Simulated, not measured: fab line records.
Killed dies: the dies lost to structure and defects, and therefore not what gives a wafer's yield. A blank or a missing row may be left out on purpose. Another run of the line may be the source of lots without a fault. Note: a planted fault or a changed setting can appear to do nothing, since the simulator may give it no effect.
Which of the tools did it? :: flow n5Finfet :: 24 lots, 72 wafers sampled, at 6 steps of a route of 1938

WHAT EACH GAUGE READ, for each wafer
N5_BEOL_M3_OCD_MEAS_38. Usual: 55.4 nm for trenchDepthNm, sd 0.89.
lot: L074
measured: day 7 06:47
on: ocd-02
trenchDepthNm (nm): 56.9 56.0 56.7
flag: 

lot: L075
measured: day 7 10:17
on: ocd-01
trenchDepthNm (nm): 54.9 55.1 54.6
flag: 

lot: L076
measured: day 7 14:01
on: ocd-01
trenchDepthNm (nm): 54.5 56.9 56.5
flag: 

lot: L077
measured: day 7 17:17
on: ocd-01
trenchDepthNm (nm): 54.3 54.2 54.5
flag: 

lot: L078
measured: day 8 02:58
on: ocd-02
trenchDepthNm (nm): 54.8 56.0 54.8
flag: 

lot: L079
measured: day 8 08:32
on: ocd-01
trenchDepthNm (nm): 55.8 53.5 55.0
flag: 

lot: L080
measured: day 8 19:13
on: ocd-01
trenchDepthNm (nm): 57.1 54.3 56.2
flag: 

lot: L081
measured: day 8 20:39
on: ocd-02
trenchDepthNm (nm): 56.4 55.6 55.9
flag: 

lot: L083
measured: day 9 06:07
on: ocd-02
trenchDepthNm (nm): 55.1 54.3 55.2
flag: 

lot: L082
measured: day 9 06:30
on: ocd-02
trenchDepthNm (nm): 54.4 55.6 54.5
flag: 

lot: L084
measured: day 9 12:56
on: ocd-01
trenchDepthNm (nm): 57.2 57.2 55.5
flag: 

lot: L085
measured: day 9 21:02
on: ocd-01
trenchDepthNm (nm): 56.5 55.7 57.5
flag: 

lot: L086
measured: day 10 08:29
on: ocd-01
trenchDepthNm (nm): 57.0 56.5 55.4
flag: 

lot: L088
measured: day 10 15:01
on: ocd-01
trenchDepthNm (nm): 55.2 56.6 54.9
flag: 

lot: L087
measured: day 10 15:15
on: ocd-02
trenchDepthNm (nm): 54.8 55.0 54.7
flag: 

lot: L089
measured: day 11 00:55
on: ocd-01
trenchDepthNm (nm): 54.7 54.6 56.2
flag: 

lot: L091
measured: day 11 06:35
on: ocd-01
trenchDepthNm (nm): 56.5 54.8 56.6
flag: 

lot: L090
measured: day 11 11:40
on: ocd-01
trenchDepthNm (nm): 54.0 55.0 54.5
flag: 

lot: L093
measured: day 11 22:30
on: ocd-01
trenchDepthNm (nm): 54.4 54.8 54.4
flag: 

lot: L092
measured: day 12 03:10
on: ocd-01
trenchDepthNm (nm): 55.8 54.9 55.4
flag: 

lot: L094
measured: day 12 03:22
on: ocd-02
trenchDepthNm (nm): 53.9 55.8 54.4
flag: 

lot: L096
measured: day 12 16:13
on: ocd-02
trenchDepthNm (nm): 56.7 55.6 56.2
flag: 

lot: L095
measured: day 12 16:22
on: ocd-02
trenchDepthNm (nm): 54.9 55.4 55.6
flag: 

lot: L097
measured: day 12 20:33
on: ocd-01
trenchDepthNm (nm): 55.6 56.1 54.6
flag: 

N5_BEOL_M3_RS_MEAS_58: measurement is done with a four-point probe. Usual: for M3_RS the level is 0.665 ohm/sq and the standard deviation is 0.029.
lot: L074
measured: day 7 10:49
on: filmMetro-02
M3_RS (ohm/sq): 0.746 0.697 0.711
flag: 

lot: L075
measured: day 7 14:19
on: filmMetro-02
M3_RS (ohm/sq): 0.704 0.676 0.691
flag: 

lot: L076
measured: day 7 18:19
on: filmMetro-01
M3_RS (ohm/sq): 0.728 0.685 0.680
flag: 

lot: L077
measured: day 7 21:45
on: filmMetro-02
M3_RS (ohm/sq): 0.703 0.651 0.632
flag: 

lot: L078
measured: day 8 07:27
on: filmMetro-02
M3_RS (ohm/sq): 0.682 0.631 0.663
flag: 

lot: L079
measured: day 8 13:27
on: filmMetro-02
M3_RS (ohm/sq): 0.655 0.678 0.666
flag: 

lot: L080
measured: day 8 23:23
on: filmMetro-01
M3_RS (ohm/sq): 0.664 0.649 0.627
flag: 

lot: L081
measured: day 9 01:16
on: filmMetro-01
M3_RS (ohm/sq): 0.630 0.628 0.646
flag: 

lot: L083
measured: day 9 09:48
on: filmMetro-02
M3_RS (ohm/sq): 0.643 0.644 0.644
flag: 

lot: L082
measured: day 9 11:38
on: filmMetro-02
M3_RS (ohm/sq): 0.667 0.667 0.649
flag: 

lot: L084
measured: day 9 17:09
on: filmMetro-01
M3_RS (ohm/sq): 0.676 0.621 0.643
flag: 

lot: L085
measured: day 10 00:43
on: filmMetro-02
M3_RS (ohm/sq): 0.696 0.638 0.632
flag: 

lot: L086
measured: day 10 12:43
on: filmMetro-01
M3_RS (ohm/sq): 0.686 0.674 0.652
flag: 

lot: L088
measured: day 10 18:59
on: filmMetro-01
M3_RS (ohm/sq): 0.714 0.672 0.688
flag: 

lot: L087
measured: day 10 20:23
on: filmMetro-01
M3_RS (ohm/sq): 0.658 0.629 0.660
flag: 

lot: L089
measured: day 11 05:41
on: filmMetro-01
M3_RS (ohm/sq): 0.669 0.639 0.662
flag: 

lot: L091
measured: day 11 10:50
on: filmMetro-02
M3_RS (ohm/sq): 0.676 0.603 0.614
flag: 

lot: L090
measured: day 11 16:10
on: filmMetro-01
M3_RS (ohm/sq): 0.668 0.633 0.618
flag: 

lot: L093
measured: day 12 02:14
on: filmMetro-01
M3_RS (ohm/sq): 0.667 0.670 0.674
flag: 

lot: L092
measured: day 12 07:03
on: filmMetro-02
M3_RS (ohm/sq): 0.711 0.661 0.669
flag: 

lot: L094
measured: day 12 08:56
on: filmMetro-02
M3_RS (ohm/sq): 0.682 0.653 0.681
flag: 

lot: L096
measured: day 12 19:56
on: filmMetro-01
M3_RS (ohm/sq): 0.700 0.640 0.646
flag: 

lot: L095
measured: day 12 20:18
on: filmMetro-01
M3_RS (ohm/sq): 0.637 0.624 0.612
flag: 

lot: L097
measured: day 13 01:02
on: filmMetro-01
M3_RS (ohm/sq): 0.678 0.637 0.657
flag: 

EACH LOT AND THE TOOL THAT RAN IT (in order: tool; ch and the chambers of the sampled wafers; start)
lot: L074
N5_BEOL_M3_SPUTTER_79: pvdSputter-02, day 7 08:13
N5_BEOL_M3_SPUTTER_88: pvdSputter-02, day 7 08:53
N5_BEOL_M3_ANNEAL_89: pvdSputter-02, day 7 08:58
N5_BEOL_M3_SPUTTER_94: pvdSputter-02, day 7 09:32

lot: L075
N5_BEOL_M3_SPUTTER_79: pvdSputter-01, day 7 11:43
N5_BEOL_M3_SPUTTER_88: pvdSputter-01, day 7 12:22
N5_BEOL_M3_ANNEAL_89: pvdSputter-01, day 7 12:27
N5_BEOL_M3_SPUTTER_94: pvdSputter-01, day 7 13:02

lot: L076
N5_BEOL_M3_SPUTTER_79: pvdSputter-01, day 7 15:37
N5_BEOL_M3_SPUTTER_88: pvdSputter-01, day 7 16:17
N5_BEOL_M3_ANNEAL_89: pvdSputter-01, day 7 16:22
N5_BEOL_M3_SPUTTER_94: pvdSputter-01, day 7 16:56

lot: L077
N5_BEOL_M3_SPUTTER_79: pvdSputter-01, day 7 19:10
N5_BEOL_M3_SPUTTER_88: pvdSputter-01, day 7 19:49
N5_BEOL_M3_ANNEAL_89: pvdSputter-01, day 7 19:54
N5_BEOL_M3_SPUTTER_94: pvdSputter-01, day 7 20:29

lot: L078
N5_BEOL_M3_SPUTTER_79: pvdSputter-03, day 8 04:52
N5_BEOL_M3_SPUTTER_88: pvdSputter-03, day 8 05:31
N5_BEOL_M3_ANNEAL_89: pvdSputter-03, day 8 05:36
N5_BEOL_M3_SPUTTER_94: pvdSputter-03, day 8 06:11

lot: L079
N5_BEOL_M3_SPUTTER_79: pvdSputter-03, day 8 10:52
N5_BEOL_M3_SPUTTER_88: pvdSputter-03, day 8 11:31
N5_BEOL_M3_ANNEAL_89: pvdSputter-03, day 8 11:36
N5_BEOL_M3_SPUTTER_94: pvdSputter-03, day 8 12:11

lot: L080
N5_BEOL_M3_SPUTTER_79: pvdSputter-02, day 8 20:44
N5_BEOL_M3_SPUTTER_88: pvdSputter-02, day 8 21:23
N5_BEOL_M3_ANNEAL_89: pvdSputter-02, day 8 21:28
N5_BEOL_M3_SPUTTER_94: pvdSputter-02, day 8 22:03

lot: L081
N5_BEOL_M3_SPUTTER_79: pvdSputter-01, day 8 22:40
N5_BEOL_M3_SPUTTER_88: pvdSputter-01, day 8 23:19
N5_BEOL_M3_ANNEAL_89: pvdSputter-01, day 8 23:24
N5_BEOL_M3_SPUTTER_94: pvdSputter-01, day 8 23:59

lot: L083
N5_BEOL_M3_SPUTTER_79: pvdSputter-02, day 9 07:11
N5_BEOL_M3_SPUTTER_88: pvdSputter-02, day 9 07:51
N5_BEOL_M3_ANNEAL_89: pvdSputter-02, day 9 07:56
N5_BEOL_M3_SPUTTER_94: pvdSputter-02, day 9 08:31

lot: L082
N5_BEOL_M3_SPUTTER_79: pvdSputter-02, day 9 09:02
N5_BEOL_M3_SPUTTER_88: pvdSputter-02, day 9 09:41
N5_BEOL_M3_ANNEAL_89: pvdSputter-02, day 9 09:46
N5_BEOL_M3_SPUTTER_94: pvdSputter-02, day 9 10:21

lot: L084
N5_BEOL_M3_SPUTTER_79: pvdSputter-01, day 9 14:33
N5_BEOL_M3_SPUTTER_88: pvdSputter-01, day 9 15:13
N5_BEOL_M3_ANNEAL_89: pvdSputter-01, day 9 15:17
N5_BEOL_M3_SPUTTER_94: pvdSputter-01, day 9 15:52

lot: L085
N5_BEOL_M3_SPUTTER_79: pvdSputter-01, day 9 22:05
N5_BEOL_M3_SPUTTER_88: pvdSputter-01, day 9 22:45
N5_BEOL_M3_ANNEAL_89: pvdSputter-01, day 9 22:50
N5_BEOL_M3_SPUTTER_94: pvdSputter-01, day 9 23:25

lot: L086
N5_BEOL_M3_SPUTTER_79: pvdSputter-03, day 10 09:50
N5_BEOL_M3_SPUTTER_88: pvdSputter-03, day 10 10:30
N5_BEOL_M3_ANNEAL_89: pvdSputter-03, day 10 10:35
N5_BEOL_M3_SPUTTER_94: pvdSputter-03, day 10 11:10

lot: L088
N5_BEOL_M3_SPUTTER_79: pvdSputter-03, day 10 16:23
N5_BEOL_M3_SPUTTER_88: pvdSputter-03, day 10 17:03
N5_BEOL_M3_ANNEAL_89: pvdSputter-03, day 10 17:08
N5_BEOL_M3_SPUTTER_94: pvdSputter-03, day 10 17:43

lot: L087
N5_BEOL_M3_SPUTTER_79: pvdSputter-02, day 10 17:45
N5_BEOL_M3_SPUTTER_88: pvdSputter-02, day 10 18:25
N5_BEOL_M3_ANNEAL_89: pvdSputter-02, day 10 18:29
N5_BEOL_M3_SPUTTER_94: pvdSputter-02, day 10 19:04

lot: L089
N5_BEOL_M3_SPUTTER_79: pvdSputter-03, day 11 02:25
N5_BEOL_M3_SPUTTER_88: pvdSputter-03, day 11 03:04
N5_BEOL_M3_ANNEAL_89: pvdSputter-03, day 11 03:09
N5_BEOL_M3_SPUTTER_94: pvdSputter-03, day 11 03:44

lot: L091
N5_BEOL_M3_SPUTTER_79: pvdSputter-01, day 11 08:11
N5_BEOL_M3_SPUTTER_88: pvdSputter-01, day 11 08:50
N5_BEOL_M3_ANNEAL_89: pvdSputter-01, day 11 08:55
N5_BEOL_M3_SPUTTER_94: pvdSputter-01, day 11 09:30

lot: L090
N5_BEOL_M3_SPUTTER_79: pvdSputter-03, day 11 13:34
N5_BEOL_M3_SPUTTER_88: pvdSputter-03, day 11 14:13
N5_BEOL_M3_ANNEAL_89: pvdSputter-03, day 11 14:18
N5_BEOL_M3_SPUTTER_94: pvdSputter-03, day 11 14:53

lot: L093
N5_BEOL_M3_SPUTTER_79: pvdSputter-02, day 11 23:34
N5_BEOL_M3_SPUTTER_88: pvdSputter-02, day 12 00:13
N5_BEOL_M3_ANNEAL_89: pvdSputter-02, day 12 00:18
N5_BEOL_M3_SPUTTER_94: pvdSputter-02, day 12 00:53

lot: L092
N5_BEOL_M3_SPUTTER_79: pvdSputter-01, day 12 04:27
N5_BEOL_M3_SPUTTER_88: pvdSputter-01, day 12 05:07
N5_BEOL_M3_ANNEAL_89: pvdSputter-01, day 12 05:11
N5_BEOL_M3_SPUTTER_94: pvdSputter-01, day 12 05:46

lot: L094
N5_BEOL_M3_SPUTTER_79: pvdSputter-01, day 12 06:17
N5_BEOL_M3_SPUTTER_88: pvdSputter-01, day 12 06:57
N5_BEOL_M3_ANNEAL_89: pvdSputter-01, day 12 07:02
N5_BEOL_M3_SPUTTER_94: pvdSputter-01, day 12 07:37

lot: L096
N5_BEOL_M3_SPUTTER_79: pvdSputter-01, day 12 17:21
N5_BEOL_M3_SPUTTER_88: pvdSputter-01, day 12 18:01
N5_BEOL_M3_ANNEAL_89: pvdSputter-01, day 12 18:05
N5_BEOL_M3_SPUTTER_94: pvdSputter-01, day 12 18:40

lot: L095
N5_BEOL_M3_SPUTTER_79: pvdSputter-02, day 12 17:42
N5_BEOL_M3_SPUTTER_88: pvdSputter-02, day 12 18:22
N5_BEOL_M3_ANNEAL_89: pvdSputter-02, day 12 18:26
N5_BEOL_M3_SPUTTER_94: pvdSputter-02, day 12 19:01

lot: L097
N5_BEOL_M3_SPUTTER_79: pvdSputter-02, day 12 22:23
N5_BEOL_M3_SPUTTER_88: pvdSputter-02, day 12 23:02
N5_BEOL_M3_ANNEAL_89: pvdSputter-02, day 12 23:07
N5_BEOL_M3_SPUTTER_94: pvdSputter-02, day 12 23:42
- N5_BEOL_M3_SPUTTER_79: material Cu, target thk 4.5 nm, time 8.29 s.
- N5_BEOL_M3_SPUTTER_88: material Cu, target thk 4.5 nm, time 8.29 s.
- N5_BEOL_M3_ANNEAL_89: time 240 s.
- N5_BEOL_M3_SPUTTER_94: material Cu, target thk 4.5 nm, time 8.29 s.

WHAT THE TOOLS THEMSELVES READ (means of the sampled wafers that have a number; where no wafer has one, the mark that the record gives instead)
N5_BEOL_M3_SPUTTER_79. Usual: susceptorTempC -19.99 C, standard deviation 0.1; throttleValvePct 30.0 %, standard deviation 0.6.
lot: L074
tool: pvdSputter-02
susceptorTempC (C): -19.97
throttleValvePct (%): 29.6
flag: 

lot: L075
tool: pvdSputter-01
susceptorTempC (C): -19.98
throttleValvePct (%): 30.5
flag: 

lot: L076
tool: pvdSputter-01
susceptorTempC (C): -20.01
throttleValvePct (%): 30.0
flag: 

lot: L077
tool: pvdSputter-01
susceptorTempC (C): -19.95
throttleValvePct (%): 30.1
flag: 

lot: L078
tool: pvdSputter-03
susceptorTempC (C): -19.96
throttleValvePct (%): 29.9
flag: 

lot: L079
tool: pvdSputter-03
susceptorTempC (C): -20.03
throttleValvePct (%): 29.8
flag: 

lot: L080
tool: pvdSputter-02
susceptorTempC (C): -20.01
throttleValvePct (%): 30.1
flag: 

lot: L081
tool: pvdSputter-01
susceptorTempC (C): -19.96
throttleValvePct (%): 30.5
flag: 

lot: L083
tool: pvdSputter-02
susceptorTempC (C): -20.04
throttleValvePct (%): 29.1
flag: 

lot: L082
tool: pvdSputter-02
susceptorTempC (C): -20.05
throttleValvePct (%): 29.7
flag: 

lot: L084
tool: pvdSputter-01
susceptorTempC (C): -19.95
throttleValvePct (%): 30.0
flag: 

lot: L085
tool: pvdSputter-01
susceptorTempC (C): -20.03
throttleValvePct (%): 30.3
flag: 

lot: L086
tool: pvdSputter-03
susceptorTempC (C): -20.06
throttleValvePct (%): 29.6
flag: 

lot: L088
tool: pvdSputter-03
susceptorTempC (C): -19.87
throttleValvePct (%): 29.9
flag: 

lot: L087
tool: pvdSputter-02
susceptorTempC (C): -20.08
throttleValvePct (%): 30.1
flag: 

lot: L089
tool: pvdSputter-03
susceptorTempC (C): -19.95
throttleValvePct (%): 29.7
flag: 

lot: L091
tool: pvdSputter-01
susceptorTempC (C): -20.01
throttleValvePct (%): 30.3
flag: 

lot: L090
tool: pvdSputter-03
susceptorTempC (C): -19.92
throttleValvePct (%): 29.5
flag: 

lot: L093
tool: pvdSputter-02
susceptorTempC (C): -20.09
throttleValvePct (%): 30.1
flag: 

lot: L092
tool: pvdSputter-01
susceptorTempC (C): -20.01
throttleValvePct (%): 30.3
flag: 

lot: L094
tool: pvdSputter-01
susceptorTempC (C): -19.98
throttleValvePct (%): 30.3
flag: 

lot: L096
tool: pvdSputter-01
susceptorTempC (C): -20.04
throttleValvePct (%): 30.5
flag: 

lot: L095
tool: pvdSputter-02
susceptorTempC (C): -19.96
throttleValvePct (%): 29.2
flag: 

lot: L097
tool: pvdSputter-02
susceptorTempC (C): -20.02
throttleValvePct (%): 30.1
flag: 

N5_BEOL_M3_SPUTTER_88. Usual: susceptorTempC -20.02 C, standard deviation 0.097; throttleValvePct 30.0 %, standard deviation 0.59.
lot: L074
tool: pvdSputter-02
susceptorTempC (C): -20.04
throttleValvePct (%): 29.7
flag: 

lot: L075
tool: pvdSputter-01
susceptorTempC (C): -19.97
throttleValvePct (%): 30.3
flag: 

lot: L076
tool: pvdSputter-01
susceptorTempC (C): -20.00
throttleValvePct (%): 30.1
flag: 

lot: L077
tool: pvdSputter-01
susceptorTempC (C): -20.06
throttleValvePct (%): 30.2
flag: 

lot: L078
tool: pvdSputter-03
susceptorTempC (C): -19.95
throttleValvePct (%): 29.9
flag: 

lot: L079
tool: pvdSputter-03
susceptorTempC (C): -20.07
throttleValvePct (%): 29.7
flag: 

lot: L080
tool: pvdSputter-02
susceptorTempC (C): -20.00
throttleValvePct (%): 30.1
flag: 

lot: L081
tool: pvdSputter-01
susceptorTempC (C): -20.08
throttleValvePct (%): 30.4
flag: 

lot: L083
tool: pvdSputter-02
susceptorTempC (C): -19.99
throttleValvePct (%): 29.1
flag: 

lot: L082
tool: pvdSputter-02
susceptorTempC (C): -19.94
throttleValvePct (%): 29.8
flag: 

lot: L084
tool: pvdSputter-01
susceptorTempC (C): -20.02
throttleValvePct (%): 30.0
flag: 

lot: L085
tool: pvdSputter-01
susceptorTempC (C): -19.90
throttleValvePct (%): 30.1
flag: 

lot: L086
tool: pvdSputter-03
susceptorTempC (C): -19.88
throttleValvePct (%): 29.7
flag: 

lot: L088
tool: pvdSputter-03
susceptorTempC (C): -19.97
throttleValvePct (%): 29.9
flag: 

lot: L087
tool: pvdSputter-02
susceptorTempC (C): -19.94
throttleValvePct (%): 30.2
flag: 

lot: L089
tool: pvdSputter-03
susceptorTempC (C): -20.08
throttleValvePct (%): 29.7
flag: 

lot: L091
tool: pvdSputter-01
susceptorTempC (C): -20.10
throttleValvePct (%): 30.3
flag: 

lot: L090
tool: pvdSputter-03
susceptorTempC (C): -20.00
throttleValvePct (%): 29.6
flag: 

lot: L093
tool: pvdSputter-02
susceptorTempC (C): -19.99
throttleValvePct (%): 30.1
flag: 

lot: L092
tool: pvdSputter-01
susceptorTempC (C): -19.97
throttleValvePct (%): 30.5
flag: 

lot: L094
tool: pvdSputter-01
susceptorTempC (C): -20.04
throttleValvePct (%): 30.3
flag: 

lot: L096
tool: pvdSputter-01
susceptorTempC (C): -19.96
throttleValvePct (%): 30.3
flag: 

lot: L095
tool: pvdSputter-02
susceptorTempC (C): -19.99
throttleValvePct (%): 29.2
flag: 

lot: L097
tool: pvdSputter-02
susceptorTempC (C): -20.13
throttleValvePct (%): 30.2
flag: 

N5_BEOL_M3_ANNEAL_89. Usual: heaterPowerW 871 W, standard deviation 110; susceptorTempC 399.96 C, standard deviation 0.22.
lot: L074
tool: pvdSputter-02
heaterPowerW (W): 847
susceptorTempC (C): 400.02
flag: 

lot: L075
tool: pvdSputter-01
heaterPowerW (W): 865
susceptorTempC (C): 399.78
flag: 

lot: L076
tool: pvdSputter-01
heaterPowerW (W): 849
susceptorTempC (C): 400.18
flag: 

lot: L077
tool: pvdSputter-01
heaterPowerW (W): 882
susceptorTempC (C): 399.88
flag: 

lot: L078
tool: pvdSputter-03
heaterPowerW (W): 1041
susceptorTempC (C): 399.69
flag: 

lot: L079
tool: pvdSputter-03
heaterPowerW (W): 951
susceptorTempC (C): 399.89
flag: 

lot: L080
tool: pvdSputter-02
heaterPowerW (W): 786
susceptorTempC (C): 400.03
flag: 

lot: L081
tool: pvdSputter-01
heaterPowerW (W): 873
susceptorTempC (C): 400.01
flag: 

lot: L083
tool: pvdSputter-02
heaterPowerW (W): 827
susceptorTempC (C): 399.85
flag: 

lot: L082
tool: pvdSputter-02
heaterPowerW (W): 792
susceptorTempC (C): 399.84
flag: 

lot: L084
tool: pvdSputter-01
heaterPowerW (W): 847
susceptorTempC (C): 400.06
flag: 

lot: L085
tool: pvdSputter-01
heaterPowerW (W): 877
susceptorTempC (C): 399.95
flag: 

lot: L086
tool: pvdSputter-03
heaterPowerW (W): 956
susceptorTempC (C): 400.00
flag: 

lot: L088
tool: pvdSputter-03
heaterPowerW (W): 1113
susceptorTempC (C): 400.15
flag: 

lot: L087
tool: pvdSputter-02
heaterPowerW (W): 798
susceptorTempC (C): 400.16
flag: 

lot: L089
tool: pvdSputter-03
heaterPowerW (W): 949
susceptorTempC (C): 399.76
flag: 

lot: L091
tool: pvdSputter-01
heaterPowerW (W): 914
susceptorTempC (C): 400.12
flag: 

lot: L090
tool: pvdSputter-03
heaterPowerW (W): 973
susceptorTempC (C): 399.90
flag: 

lot: L093
tool: pvdSputter-02
heaterPowerW (W): 729
susceptorTempC (C): 399.99
flag: 

lot: L092
tool: pvdSputter-01
heaterPowerW (W): 846
susceptorTempC (C): 399.96
flag: 

lot: L094
tool: pvdSputter-01
heaterPowerW (W): 841
susceptorTempC (C): 399.95
flag: 

lot: L096
tool: pvdSputter-01
heaterPowerW (W): 863
susceptorTempC (C): 399.92
flag: 

lot: L095
tool: pvdSputter-02
heaterPowerW (W): 837
susceptorTempC (C): 399.99
flag: 

lot: L097
tool: pvdSputter-02
heaterPowerW (W): 783
susceptorTempC (C): 399.65
flag: 

N5_BEOL_M3_SPUTTER_94. Usual: susceptorTempC -19.99 C, standard deviation 0.11; throttleValvePct 30.0 %, standard deviation 0.59.
lot: L074
tool: pvdSputter-02
susceptorTempC (C): -19.97
throttleValvePct (%): 29.6
flag: 

lot: L075
tool: pvdSputter-01
susceptorTempC (C): -19.95
throttleValvePct (%): 30.5
flag: 

lot: L076
tool: pvdSputter-01
susceptorTempC (C): -19.91
throttleValvePct (%): 30.1
flag: 

lot: L077
tool: pvdSputter-01
susceptorTempC (C): -20.02
throttleValvePct (%): 30.2
flag: 

lot: L078
tool: pvdSputter-03
susceptorTempC (C): -20.02
throttleValvePct (%): 29.9
flag: 

lot: L079
tool: pvdSputter-03
susceptorTempC (C): -20.00
throttleValvePct (%): 29.6
flag: 

lot: L080
tool: pvdSputter-02
susceptorTempC (C): -19.97
throttleValvePct (%): 30.1
flag: 

lot: L081
tool: pvdSputter-01
susceptorTempC (C): -20.00
throttleValvePct (%): 30.4
flag: 

lot: L083
tool: pvdSputter-02
susceptorTempC (C): -20.10
throttleValvePct (%): 29.3
flag: 

lot: L082
tool: pvdSputter-02
susceptorTempC (C): -20.03
throttleValvePct (%): 29.6
flag: 

lot: L084
tool: pvdSputter-01
susceptorTempC (C): -19.98
throttleValvePct (%): 30.2
flag: 

lot: L085
tool: pvdSputter-01
susceptorTempC (C): -20.04
throttleValvePct (%): 30.1
flag: 

lot: L086
tool: pvdSputter-03
susceptorTempC (C): -20.17
throttleValvePct (%): 29.7
flag: 

lot: L088
tool: pvdSputter-03
susceptorTempC (C): -19.84
throttleValvePct (%): 29.9
flag: 

lot: L087
tool: pvdSputter-02
susceptorTempC (C): -19.97
throttleValvePct (%): 30.0
flag: 

lot: L089
tool: pvdSputter-03
susceptorTempC (C): -19.99
throttleValvePct (%): 29.7
flag: 

lot: L091
tool: pvdSputter-01
susceptorTempC (C): -19.95
throttleValvePct (%): 30.2
flag: 

lot: L090
tool: pvdSputter-03
susceptorTempC (C): -19.92
throttleValvePct (%): 29.5
flag: 

lot: L093
tool: pvdSputter-02
susceptorTempC (C): -20.03
throttleValvePct (%): 30.2
flag: 

lot: L092
tool: pvdSputter-01
susceptorTempC (C): -20.06
throttleValvePct (%): 30.5
flag: 

lot: L094
tool: pvdSputter-01
susceptorTempC (C): -20.04
throttleValvePct (%): 30.3
flag: 

lot: L096
tool: pvdSputter-01
susceptorTempC (C): -20.06
throttleValvePct (%): 30.5
flag: 

lot: L095
tool: pvdSputter-02
susceptorTempC (C): -19.93
throttleValvePct (%): 29.2
flag: 

lot: L097
tool: pvdSputter-02
susceptorTempC (C): -19.84
throttleValvePct (%): 30.1
flag: 

THE ANSWER, worked out from the rows above alone
Rule: a lot counts as off when the mean over its wafers that have a number is more than 3 standard deviations away from the usual mean. Also off: a lot with no number at a reading for which 4 or more lots have one. Where the step has rows for the other lots, those lots are counted as sound. Order of review: gauges by route order, followed by the tools' own readings, for which a lot's mean as printed above is used. The first step at which some lot is off is used, and at that step the reading that is off furthest; a lot without a number counts as furthest.
No lot is off on any of the readings shown, so nothing can be concluded from this.

WHAT WAS PUT IN BY THE SIMULATOR
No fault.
